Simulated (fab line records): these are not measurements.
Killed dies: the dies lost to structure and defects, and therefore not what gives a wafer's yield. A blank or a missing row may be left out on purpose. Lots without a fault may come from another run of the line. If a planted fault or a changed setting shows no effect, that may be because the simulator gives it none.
fab line records	flow n5Finfet
[record] lots = 7	wafers = 39
route steps=1938 shown FIN_SAQP@110 SD_EPI_N@288 SD_EPI_P@323 SD_ACTIVATION@330 HKMG_FIN@401 MOL_CONTACT_COAG@547 BEOL_M0_SAQP@636
startH: hours from the record's first day to the start of the lot's first wafer shown	waitH: hours elapsed since this lot's preceding step	" identical to the entry in the row above	L1.1+2: a single row standing in for several wafers	- either no value or no given start	* or withheld: withheld	< > ~ a bound
route shown NAME@n: names a module that has steps shown in the file, with the first one's number in the route	usual: mean and standard deviation over wafers with no fault	same: alike in all rows	chamber/n: place in a boat	sites: each site's reading	_std_site: how widely they spread, as a standard deviation	_edge_site: mean of outer sites minus mean of inner sites	radiusMm: how far each site lies from the wafer's centre	mask NAME#n: copy n	behind: the tool/chamber that last shaped the wafer	hold: reason for holding the lot/hours on hold/outcome of the hold	device: names the non-switching transistor (n, p or np)	end of line: tests run on the same wafers once the route is complete	a step with no rows: only its recipe	killed: the dies lost at the first sort to structure and to defects; this is not the yield of the wafer	map: the dies of a wafer, with x for killed, . for not killed, _ for no die there
set.NAME: the setting as run; set.NAME@STEP: as run at that earlier step	model.NAME: the simulator's own value behind a step, which no gauge read
lots with deliberately changed settings; one table per step, one row per wafer
[[steps]]
[step N5_FIN_SAQP_DEVELOP_15]
[recipe] developTimeS = 30	developer = TMAH	resist = CAR-ArF	devTempC = 23	rinseLiquid = diw	dry = airSpin
lot.wafer	tool	chamber	startH	waitH	set.developTimeS
L075.1+2+3+4+5+6	lithoTrack-01	0	-	-	30
L077.1+2+5	lithoTrack-01	0	-	-	12.75
L077.3+4+6	"	0	"	"	30
L082.1+2+5	lithoTrack-01	0	-	-	30
L085.1+3+4	lithoTrack-05	0	-	-	38.38
L085.2+5+6	"	0	"	"	30
L089.1+2+5	lithoTrack-05	0	-	-	30
L089.3+4+6	"	0	"	"	13.61
L095.1+2+4	lithoTrack-02	0	-	-	30
L095.3+5+6	"	0	"	"	40.49
L096.1+4+5	lithoTrack-01	0	-	-	30
L096.2+3+6	"	0	"	"	42.04
[step N5_FIN_SAQP_CD_MEAS_16]
[recipe] targetCdNm = 35.6	landingEnergyEv = 500	detector = seInlens
[usual] cdNm = 35.6/0.33
lot.wafer	tool	chamber	startH	waitH	set.developTimeS@FIN_SAQP_DEVELOP_15	cdNm
L075.1	cdSem-03	0	27.97	-	30	35.3
L075.2	"	0	"	"	30	35.6
L075.3	"	0	"	"	30	35.6
L075.4	"	0	"	"	30	35.9
L075.5	"	0	"	"	30	35.5
L075.6	"	0	"	"	30	35.3
L077.1	cdSem-03	0	39.15	-	12.75	37.5
L077.2	"	0	"	"	12.75	37.2
L077.3	"	0	"	"	30	35.8
L077.4	"	0	"	"	30	35.4
L077.5	"	0	"	"	12.75	37.3
L077.6	"	0	"	"	30	35.5
L082.1	cdSem-01	0	69.91	-	30	35.6
L082.2	"	0	"	"	30	35.6
L082.5	"	0	"	"	30	35.1
L085.1	cdSem-02	0	87.66	-	38.38	35.1
L085.2	"	0	"	"	30	36.0
L085.3	"	0	"	"	38.38	35.0
L085.4	"	0	"	"	38.38	35.0
L085.5	"	0	"	"	30	35.9
L085.6	"	0	"	"	30	35.8
L089.1	cdSem-03	0	111.70	-	30	35.9
L089.2	"	0	"	"	30	35.6
L089.3	"	0	"	"	13.61	38.2
L089.4	"	0	"	"	13.61	37.3
L089.5	"	0	"	"	30	35.8
L089.6	"	0	"	"	13.61	38.2
L095.1	cdSem-02	0	148.33	-	30	36.0
L095.2	"	0	"	"	30	35.5
L095.3	"	0	"	"	40.49	35.0
L095.4	"	0	"	"	30	35.6
L095.5	"	0	"	"	40.49	35.1
L095.6	"	0	"	"	40.49	35.0
L096.1	cdSem-02	0	153.85	-	30	35.5
L096.2	"	0	"	"	42.04	34.5
L096.3	"	0	"	"	42.04	35.0
L096.4	"	0	"	"	30	35.0
L096.5	"	0	"	"	30	35.0
L096.6	"	0	"	"	42.04	35.3
[step N5_SD_EPI_N_EPI_21]
[recipe] material = Si:P	dopant = P	tempC = 680	pressureTorr = 255	timeS = 690
lot.wafer	tool	chamber	startH	waitH	set.epiGrowthTimeS	model.Si-P_of_SD_EPI_N_EPI_21.thkNm
L075.1+4+5+6	epiRpcvd-02	0	55.76	0.2	690	59
L075.2	"	0	"	"	690	58.2
L075.3	"	0	"	"	690	58.8
L077.1	epiRpcvd-04	0	69.01	0.1	690	59
L077.2	"	0	"	"	1009	76
L077.3	"	0	"	"	690	57.4
L077.4	"	0	"	"	1009	75.2
L077.5	"	0	"	"	1009	76.6
L077.6	"	0	"	"	690	58
L082.1	epiRpcvd-01	0	97.06	0.1	690	58.6
L082.2	"	0	"	"	690	59.6
L082.5	"	0	"	"	690	58.8
L085.1+5	epiRpcvd-02	0	119.82	0.1	690	60
L085.2	"	0	"	"	434.3	40.2
L085.3	"	0	"	"	690	58.8
L085.4	"	0	"	"	434.3	40.8
L085.6	"	0	"	"	434.3	40.4
L089.1+6	epiRpcvd-02	0	148.79	0.2	690	59.6
L089.2	"	0	"	"	690	58.8
L089.3	"	0	"	"	690	60
L089.4+5	"	0	"	"	690	59.2
L095.1+4	epiRpcvd-02	0	177.67	0.1	690	59.6
L095.2	"	0	"	"	520.3	49
L095.3	"	0	"	"	520.3	48.8
L095.5	"	0	"	"	520.3	48.2
L095.6	"	0	"	"	690	60
L096.1+5	epiRpcvd-01	0	185.59	0.2	690	58.6
L096.2+6	"	0	"	"	690	58
L096.3	"	0	"	"	690	58.8
L096.4	"	0	"	"	690	58.4
[step N5_SD_EPI_N_EPI_MEAS_23]
[recipe] mode = xrd
[usual] thkNm = 58.8/1.3
lot.wafer	tool	chamber	startH	waitH	set.epiGrowthTimeS@SD_EPI_N_EPI_21	thkNm
L075.1	filmMetro-01	-	58.03	1.9	690	58.2
L075.2	"	-	"	"	690	60.0
L075.3	"	-	"	"	690	59.2
L075.4	"	-	"	"	690	57.6
L075.5	"	-	"	"	690	58.7
L075.6	"	-	"	"	690	59.6
L077.1	filmMetro-01	-	70.73	1.4	690	58.1
L077.2	"	-	"	"	1009	73.6
L077.3	"	-	"	"	690	57.9
L077.4	"	-	"	"	1009	76.6
L077.5	"	-	"	"	1009	76.7
L077.6	"	-	"	"	690	58.3
L082.1	filmMetro-01	-	98.78	1.4	690	58.0
L082.2	"	-	"	"	690	57.3
L082.5	"	-	"	"	690	57.8
L085.1	filmMetro-02	-	121.53	1.4	690	59.7
L085.2	"	-	"	"	434.3	41.7
L085.3	"	-	"	"	690	58.6
L085.4	"	-	"	"	434.3	40.7
L085.5	"	-	"	"	690	61.4
L085.6	"	-	"	"	434.3	39.3
L089.1	filmMetro-01	-	151.07	1.9	690	59.1
L089.2	"	-	"	"	690	58.0
L089.3	"	-	"	"	690	60.9
L089.4	"	-	"	"	690	60.9
L089.5	"	-	"	"	690	58.9
L089.6	"	-	"	"	690	60.0
L095.1	filmMetro-02	-	179.38	1.4	690	59.6
L095.2	"	-	"	"	520.3	49.0
L095.3	"	-	"	"	520.3	48.7
L095.4	"	-	"	"	690	59.5
L095.5	"	-	"	"	520.3	49.3
L095.6	"	-	"	"	690	59.4
L096.1	filmMetro-02	-	187.86	1.9	690	57.2
L096.2	"	-	"	"	690	56.9
L096.3	"	-	"	"	690	59.4
L096.4	"	-	"	"	690	57.7
L096.5	"	-	"	"	690	56.8
L096.6	"	-	"	"	690	56.6
[step N5_SD_EPI_N_PRECLEAN_24]
[recipe] chemistry = O3/DIW	timeS = 60	tempC = 22	o3Ppm = 10
[step N5_SD_EPI_N_SRD_25]
[recipe] timeS = 30	tempC = 23	rinseLiquid = diw	dry = ipaMarangoni
[step N5_SD_EPI_P_HM_STRIP_48]
[recipe] chemistry = H3PO4	tempC = 160	material = SiNx	target = SiNx	targetDepthA = 30	overetchFraction = 0.3
[step N5_SD_EPI_P_SRD_49]
[recipe] dry = ipaMarangoni	timeS = 30	tempC = 23	rinseLiquid = diw
[step N5_SD_EPI_P_PRECLEAN_24]
[recipe] chemistry = O3/DIW	timeS = 45	tempC = 22	o3Ppm = 10
lot.wafer	tool	chamber	startH	waitH	set.epiGrowthTimeS@SD_EPI_N_EPI_21	model.Si-P_of_SD_EPI_N_EPI_21.thkNm
L075.1+4+5+6	wetBench-06	0,3,1,7	62.94	0.0	690	58.2
L075.2	"	2	"	"	690	57.4
L075.3	"	6	"	"	690	58
L077.1	wetBench-01	1	75.43	0.0	690	58
L077.2	"	2	"	"	1009	75
L077.3	"	5	"	"	690	56.6
L077.4	"	6	"	"	1009	74.2
L077.5	"	7	"	"	1009	75.6
L077.6	"	0	"	"	690	57.2
L082.1	wetBench-06	5	104.19	0.0	690	57.8
L082.2	"	0	"	"	690	58.8
L082.5	"	1	"	"	690	58
L085.1+5	wetBench-05	1,2	127.24	0.0	690	59.2
L085.2	"	0	"	"	434.3	39.6
L085.3	"	5	"	"	690	58
L085.4	"	4	"	"	434.3	40.2
L085.6	"	3	"	"	434.3	39.8
L089.1+6	wetBench-05	1,3	156.79	0.0	690	58.8
L089.2	"	2	"	"	690	58
L089.3	"	0	"	"	690	59.2
L089.4+5	"	7,4	"	"	690	58.4
L095.1+4	wetBench-01	6,0	185.07	0.0	690	58.8
L095.2	"	1	"	"	520.3	48.4
L095.3	"	7	"	"	520.3	48
L095.5	"	2	"	"	520.3	47.4
L095.6	"	5	"	"	690	59.2
L096.1+5	wetBench-06	3,2	193.86	0.0	690	57.8
L096.2+6	"	6,1	"	"	690	57.2
L096.3	"	7	"	"	690	58
L096.4	"	0	"	"	690	57.6
[step N5_SD_EPI_P_PRECLEAN_32]
[recipe] chemistry = dHF	timeS = 10	dilution = 500:1	tempC = 25
[step N5_SD_EPI_P_PRECLEAN_33]
[recipe] chemistry = SC2	timeS = 45	tempC = 35	mix = 1:1:50
[step N5_SD_ACTIVATION_RTA_00]
[recipe] tempC = 975	timeS = 0	ambient = N2	idleTempC = 600	rampUpCPerS = 150	rampDownCPerS = 60	coolToC = 600
[step N5_SD_ACTIVATION_LSA_01]
[recipe] tempC = 1080	timeS = 0.0008	ambient = N2
[step N5_SD_ACTIVATION_RS_MEAS_03]
[recipe] thkMeasGauge = four-point-probe
[usual] RS_SD_N = 22.0/0.31	RS_SD_P = 56.4/1
lot.wafer	tool	chamber	startH	waitH	set.epiGrowthTimeS@SD_EPI_N_EPI_21	RS_SD_N[ohm/sq]	RS_SD_P[ohm/sq]
L075.1	filmMetro-01	-	63.53	0.2	690	21.9	59.1
L075.2	"	-	"	"	690	22.1	58.6
L075.3	"	-	"	"	690	22.1	59.3
L075.4	"	-	"	"	690	22.0	59.3
L075.5	"	-	"	"	690	22.0	58.9
L075.6	"	-	"	"	690	21.9	58.7
L077.1	filmMetro-01	-	75.93	0.2	690	22.0	56.7
L077.2	"	-	"	"	1009	16.9	57.1
L077.3	"	-	"	"	690	22.4	57.0
L077.4	"	-	"	"	1009	17.3	57.8
L077.5	"	-	"	"	1009	16.9	57.2
L077.6	"	-	"	"	690	22.3	57.1
L082.1	filmMetro-02	-	104.69	0.2	690	21.9	55.7
L082.2	"	-	"	"	690	21.8	55.7
L082.5	"	-	"	"	690	22.0	55.5
L085.1	filmMetro-01	-	127.74	0.2	690	21.6	56.7
L085.2	"	-	"	"	434.3	32.2	56.5
L085.3	"	-	"	"	690	22.1	57.0
L085.4	"	-	"	"	434.3	32.0	57.3
L085.5	"	-	"	"	690	21.4	56.9
L085.6	"	-	"	"	434.3	32.2	57.1
L089.1	filmMetro-02	-	157.29	0.2	690	21.8	56.0
L089.2	"	-	"	"	690	21.9	56.0
L089.3	"	-	"	"	690	21.6	56.7
L089.4	"	-	"	"	690	22.0	56.4
L089.5	"	-	"	"	690	21.6	55.8
L089.6	"	-	"	"	690	21.8	56.0
L095.1	filmMetro-01	-	185.63	0.2	690	21.7	56.1
L095.2	"	-	"	"	520.3	26.4	55.3
L095.3	"	-	"	"	520.3	26.8	56.2
L095.4	"	-	"	"	690	21.7	55.5
L095.5	"	-	"	"	520.3	26.9	55.7
L095.6	"	-	"	"	690	21.6	55.2
L096.1	filmMetro-02	-	194.74	0.2	690	22.1	56.4
L096.2	"	-	"	"	690	22.2	56.8
L096.3	"	-	"	"	690	22.2	56.8
L096.4	"	-	"	"	690	22.2	56.1
L096.5	"	-	"	"	690	22.1	55.8
L096.6	"	-	"	"	690	22.4	56.3
[step N5_HKMG_FIN_DESCUM_53]
[recipe] chemistry = O2	timeS = 7.9	sourcePowerW = 50	biasPowerW = 20	pressureMtorr = 20	rfFrequencyHz = 2.712e+07	tempC = 40	resist = CAR-ArF	o2FlowSccm = 225
lot.wafer	tool	chamber	startH	waitH	set.timeS	model.CAR-ArF_of_HKMG_FIN_COAT_43.thkNm
L075.1+5	rieDiel-05	1	76.62	0.0	7.9	83.8
L075.2+6	"	3,2	"	"	4.967	85.6
L075.3	"	2	"	"	7.9	83.6
L075.4	"	0	"	"	4.967	85.4
L077.1+3+5	rieDiel-05	1,2,2	89.27	0.0	7.9	83.6
L077.2+4	"	0,3	"	"	7.9	83.4
L077.6	"	1	"	"	7.9	83.8
L082.1	rieDiel-05	3	117.36	0.0	7.9	84
L082.2	"	0	"	"	7.9	83.6
L082.5	"	2	"	"	7.9	83.8
L085.1	rieDiel-04	1	140.92	0.2	4.408	85.4
L085.2	"	0	"	"	7.9	83.6
L085.3	"	2	"	"	7.9	83.4
L085.4	"	3	"	"	7.9	83
L085.5	"	2	"	"	4.408	85.6
L085.6	"	3	"	"	4.408	85.2
L089.1+5+6	rieDiel-04	2,1,0	170.40	0.1	7.9	83.4
L089.2	"	1	"	"	6.04	84.6
L089.3+4	"	0,2	"	"	6.04	84.4
L095.1+3	rieDiel-01	1,2	198.90	0.0	11.46	81.4
L095.2+4	"	0,2	"	"	7.9	83.6
L095.5	"	0	"	"	7.9	83.8
L095.6	"	1	"	"	11.46	81.2
L096.1+4	rieDiel-04	0,3	209.24	0.0	7.9	83.2
L096.2	"	3	"	"	12.58	80
L096.3	"	2	"	"	7.9	83.6
L096.5+6	"	2,0	"	"	12.58	80.4
[step N5_HKMG_FIN_ETCH_54]
[recipe] chemistry = CF4	target = SiARC	targetDepthA = 455	maskMaterial = CAR-ArF	timeS = 75.8	ionEnergyEv = 80	pressureMtorr = 40	sourceW = 545	biasW = 36	Ar_flow_sccm = 100	cf4FlowSccm = 100	ends = cleared
lot.wafer	tool	chamber	startH	waitH	set.timeS@HKMG_FIN_DESCUM_53	model.CAR-ArF_of_HKMG_FIN_COAT_43.thkNm
L075.1+5	rieDiel-05	1	76.65	0.0	7.9	51.2
L075.2	"	3	"	"	4.967	53
L075.3	"	2	"	"	7.9	51
L075.4	"	0	"	"	4.967	52.6
L075.6	"	2	"	"	4.967	52.8
L077.1+3+5	rieDiel-05	1,2,2	89.31	0.0	7.9	51
L077.2	"	0	"	"	7.9	50.6
L077.4	"	3	"	"	7.9	50.8
L077.6	"	1	"	"	7.9	51.2
L082.1+5	rieDiel-05	3,2	117.40	0.0	7.9	51.2
L082.2	"	0	"	"	7.9	51
L085.1+5	rieDiel-04	1,2	140.96	0.0	4.408	53
L085.2	"	0	"	"	7.9	51
L085.3	"	2	"	"	7.9	50.8
L085.4	"	3	"	"	7.9	50.4
L085.6	"	3	"	"	4.408	52.6
L089.1+5+6	rieDiel-04	2,1,0	170.44	0.0	7.9	50.8
L089.2+4	"	1,2	"	"	6.04	52
L089.3	"	0	"	"	6.04	51.8
L095.1+3	rieDiel-01	1,2	198.93	0.0	11.46	48.8
L095.2	"	0	"	"	7.9	51
L095.4+5	"	2,0	"	"	7.9	51.2
L095.6	"	1	"	"	11.46	48.6
L096.1+4	rieDiel-04	0,3	209.28	0.0	7.9	50.4
L096.2	"	3	"	"	12.58	47.4
L096.3	"	2	"	"	7.9	51
L096.5+6	"	2,0	"	"	12.58	47.8
[step N5_MOL_CONTACT_COAG_SPUTTER_143]
[recipe] material = Co	targetThkA = 25	tempC = 25	chamberPressurePa = 0.2
lot.wafer	tool	chamber	startH	waitH	set.targetThkA	model.Co_of_MOL_CONTACT_COAG_SPUTTER_143.thkNm
L075.1+5	pvdSputter-02	-	95.97	0.0	25	2.6
L075.2+3+4	"	-	"	"	18.46	2
L075.6	"	-	"	"	25	2.4
L077.1+2	pvdSputter-02	-	111.45	0.0	25	2.6
L077.3	"	-	"	"	25	2.4
L077.4+5+6	"	-	"	"	17.45	1.8
L082.1+5	pvdSputter-03	-	138.79	0.0	25	2.6
L082.2	"	-	"	"	25	2.4
L085.1+2+3+4+5	pvdSputter-03	-	158.95	0.0	25	2.6
L085.6	"	-	"	"	25	2.8
L089.1	pvdSputter-03	-	189.14	0.0	18.78	1.8
L089.2+3+6	"	-	"	"	25	2.6
L089.4	"	-	"	"	18.78	2
L089.5	"	-	"	"	18.78	2.2
L095.1+2+5	pvdSputter-02	-	217.62	0.0	29.04	2.8
L095.3+4	"	-	"	"	25	2.4
L095.6	"	-	"	"	25	2.6
L096.1+4	pvdSputter-02	-	229.87	0.0	25	2.6
L096.2+3+5	"	-	"	"	31.26	3.2
L096.6	"	-	"	"	25	2.4
[step N5_BEOL_M0_SAQP_PECVD_96]
[recipe] material = a-Si	targetThkA = 450	tempC = 350	precursor = SiH4/He	pressureTorr = 3	rfW = 100	timeS = 45.2
lot.wafer	tool	chamber	startH	waitH	set.timeS	model.a-Si_of_BEOL_M0_SAQP_PECVD_96.thkNm
L075.1	pecvd-03	2	114.17	0.0	21.99	22.6
L075.2	"	0	"	"	45.2	44.2
L075.3	"	1	"	"	45.2	44.4
L075.4	"	1	"	"	21.99	21.8
L075.5	"	0	"	"	21.99	21.4
L075.6	"	2	"	"	45.2	45.8
L077.1+5	pecvd-01	2,1	125.54	0.0	45.2	45
L077.2	"	1	"	"	45.2	44
L077.3	"	0	"	"	45.2	44.4
L077.4	"	2	"	"	45.2	45.6
L077.6	"	0	"	"	45.2	45.4
L082.1	pecvd-03	1	152.65	0.0	45.2	45
L082.2	"	0	"	"	45.2	44.8
L082.5	"	0	"	"	45.2	45.4
L085.1+6	pecvd-03	2,0	173.75	0.0	36.9	36.2
L085.2	"	0	"	"	45.2	43.8
L085.3	"	1	"	"	45.2	44
L085.4	"	2	"	"	36.9	37
L085.5	"	1	"	"	45.2	45.4
L089.1	pecvd-02	0	204.56	0.0	23.71	23.6
L089.2	"	1	"	"	23.71	22.2
L089.3	"	0	"	"	45.2	45.8
L089.4	"	1	"	"	45.2	44.4
L089.5	"	0	"	"	45.2	45.6
L089.6	"	1	"	"	23.71	22.6
L095.1	pecvd-02	0	232.41	0.0	52.08	51.8
L095.2	"	2	"	"	45.2	44.6
L095.3	"	1	"	"	52.08	51.2
L095.4	"	2	"	"	52.08	52.6
L095.5	"	1	"	"	45.2	45.4
L095.6	"	0	"	"	45.2	46.2
L096.1+4	pecvd-03	1,0	243.72	0.0	45.2	45
L096.2	"	0	"	"	45.2	44.6
L096.3	"	2	"	"	30.8	30.8
L096.5	"	1	"	"	30.8	30.6
L096.6	"	2	"	"	30.8	30.4
[step N5_BEOL_M0_SAQP_PECVD_97]
[recipe] material = SiNx	targetThkA = 230	tempC = 350	precursor = SiH4/NH3/N2	pressureTorr = 1.5	rfW = 300	timeS = 19.9
[step N5_BEOL_M0_SAQP_PECVD_04]
[recipe] material = a-Si	targetThkA = 600	tempC = 350	precursor = SiH4/He	pressureTorr = 3	rfW = 100	timeS = 60.2
[step N5_BEOL_M0_SAQP_ETCH_101]
[recipe] chemistry = CH3F/O2	target = SiNx	maskMaterial = SiO2	targetDepthA = 299	timeS = 42.7	pressureMtorr = 30	sourceW = 395	biasW = 73	Ar_flow_sccm = 150	CH3F_flow_sccm = 30	O2_flow_sccm = 20	ionEnergyEv = 120
[step N5_BEOL_M0_SAQP_ETCH_102]
[recipe] chemistry = CF4	target = SiO2	targetDepthA = 40	ionEnergyEv = 350	timeS = 4.4	pressureMtorr = 10	icpW = 800	biasW = 400	cf4FlowSccm = 80
[step N5_BEOL_M0_SAQP_MANDREL_ETCH_103]
[recipe] chemistry = HBr/Cl2	target = a-Si	targetDepthA = 450	btTimeS = 10	stopOn = SiCN	maskMaterial = SiO2	overEtchFrac = 0.8	timeS = 27	pressureMtorr = 10	icpW = 800	biasW = 75	HBr_flow_sccm = 150	Cl2_flow_sccm = 80	ends = endPoint
[usual] oesProductAu = 0.683/0.013
lot.wafer	tool	chamber	startH	waitH	set.timeS@BEOL_M0_SAQP_PECVD_96	oesProductAu	model.etch.depthNm
L075.1	rieSi-02	2	118.00	0.0	21.99	0.481	22.6
L075.2	"	1	"	"	45.2	0.674	44.2
L075.3	"	3	"	"	45.2	0.684	44.45
L075.4	"	0	"	"	21.99	0.486	21.8
L075.5	"	2	"	"	21.99	0.475	21.41
L075.6	"	1	"	"	45.2	0.684	45.76
L077.1	rieSi-05	1	129.14	0.0	45.2	0.684	45.03
L077.2	"	2	"	"	45.2	0.656	44.05
L077.3	"	0	"	"	45.2	0.676	44.34
L077.4	"	3	"	"	45.2	0.682	45.67
L077.5	"	0	"	"	45.2	0.689	45.01
L077.6	"	3	"	"	45.2	0.669	45.4
L082.1	rieSi-04	3	156.08	0.0	45.2	0.681	44.96
L082.2	"	0	"	"	45.2	0.696	44.76
L082.5	"	1	"	"	45.2	0.714	45.45
L085.1	rieSi-04	1	176.51	0.0	36.9	0.619	36.12
L085.2	"	3	"	"	45.2	0.671	43.76
L085.3	"	0	"	"	45.2	0.700	44.06
L085.4	"	2	"	"	36.9	0.614	36.97
L085.5	"	3	"	"	45.2	0.682	45.35
L085.6	"	2	"	"	36.9	0.604	36.13
L089.1	rieSi-04	1	207.81	0.0	23.71	0.513	23.63
L089.2	"	2	"	"	23.71	0.482	22.28
L089.3	"	3	"	"	45.2	0.679	45.84
L089.4	"	0	"	"	45.2	0.697	44.42
L089.5	"	1	"	"	45.2	0.707	45.63
L089.6	"	2	"	"	23.71	0.488	22.55
L095.1	rieSi-02	2	235.50	0.0	52.08	0.736	51.89
L095.2	"	0	"	"	45.2	0.688	44.57
L095.3	"	1	"	"	52.08	0.733	51.26
L095.4	"	3	"	"	52.08	0.761	52.66
L095.5	"	3	"	"	45.2	0.689	45.47
L095.6	"	2	"	"	45.2	0.684	46.15
L096.1	rieSi-02	3	246.47	0.0	45.2	0.702	44.95
L096.2	"	2	"	"	45.2	0.663	44.63
L096.3	"	1	"	"	30.8	0.549	30.8
L096.4	"	0	"	"	45.2	0.692	45.03
L096.5	"	3	"	"	30.8	0.574	30.61
L096.6	"	0	"	"	30.8	0.560	30.43
[[key]]
[split] step = N5_FIN_SAQP_DEVELOP_15	setting = developTimeS	stated = 30	by = wafer
[response] step = N5_FIN_SAQP_CD_MEAS_16	reading = cdNm	change = -0.0278	per = 1%	r = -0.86
[split] step = N5_SD_EPI_N_EPI_21	setting = epiGrowthTimeS	stated = 690	by = wafer
[response] step = N5_SD_EPI_N_EPI_21	reading = model.Si-P_of_SD_EPI_N_EPI_21.thkNm	change = +0.438	per = 1%	r = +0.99
[response] step = N5_SD_EPI_N_EPI_MEAS_23	reading = thkNm	change = *	per = 1%	r = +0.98
[response] step = N5_SD_EPI_P_PRECLEAN_24	reading = model.Si-P_of_SD_EPI_N_EPI_21.thkNm	change = +0.435	per = 1%	r = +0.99
[response] step = N5_SD_ACTIVATION_RS_MEAS_03	reading = RS_SD_N	change = -0.182	per = 1%	r = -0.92
[split] step = N5_HKMG_FIN_DESCUM_53	setting = timeS	stated = 7.9	by = wafer
[response] step = N5_HKMG_FIN_DESCUM_53	reading = model.CAR-ArF_of_HKMG_FIN_COAT_43.thkNm	change = -0.0499	per = 1%	r = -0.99
[response] step = N5_HKMG_FIN_ETCH_54	reading = model.CAR-ArF_of_HKMG_FIN_COAT_43.thkNm	change = -0.0493	per = 1%	r = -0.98
[split] step = N5_MOL_CONTACT_COAG_SPUTTER_143	setting = targetThkA	stated = 25	by = wafer
[response] step = N5_MOL_CONTACT_COAG_SPUTTER_143	reading = model.Co_of_MOL_CONTACT_COAG_SPUTTER_143.thkNm	change = +0.0236	per = 1%	r = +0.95
[split] step = N5_BEOL_M0_SAQP_PECVD_96	setting = timeS	stated = 45.2	by = wafer
[response] step = N5_BEOL_M0_SAQP_PECVD_96	reading = model.a-Si_of_BEOL_M0_SAQP_PECVD_96.thkNm	change = +0.454	per = 1%	r = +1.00
[response] step = N5_BEOL_M0_SAQP_MANDREL_ETCH_103	reading = oesProductAu	change = +0.004	per = 1%	r = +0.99
[response] step = N5_BEOL_M0_SAQP_MANDREL_ETCH_103	reading = model.etch.depthNm	change = +0.454	per = 1%	r = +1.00
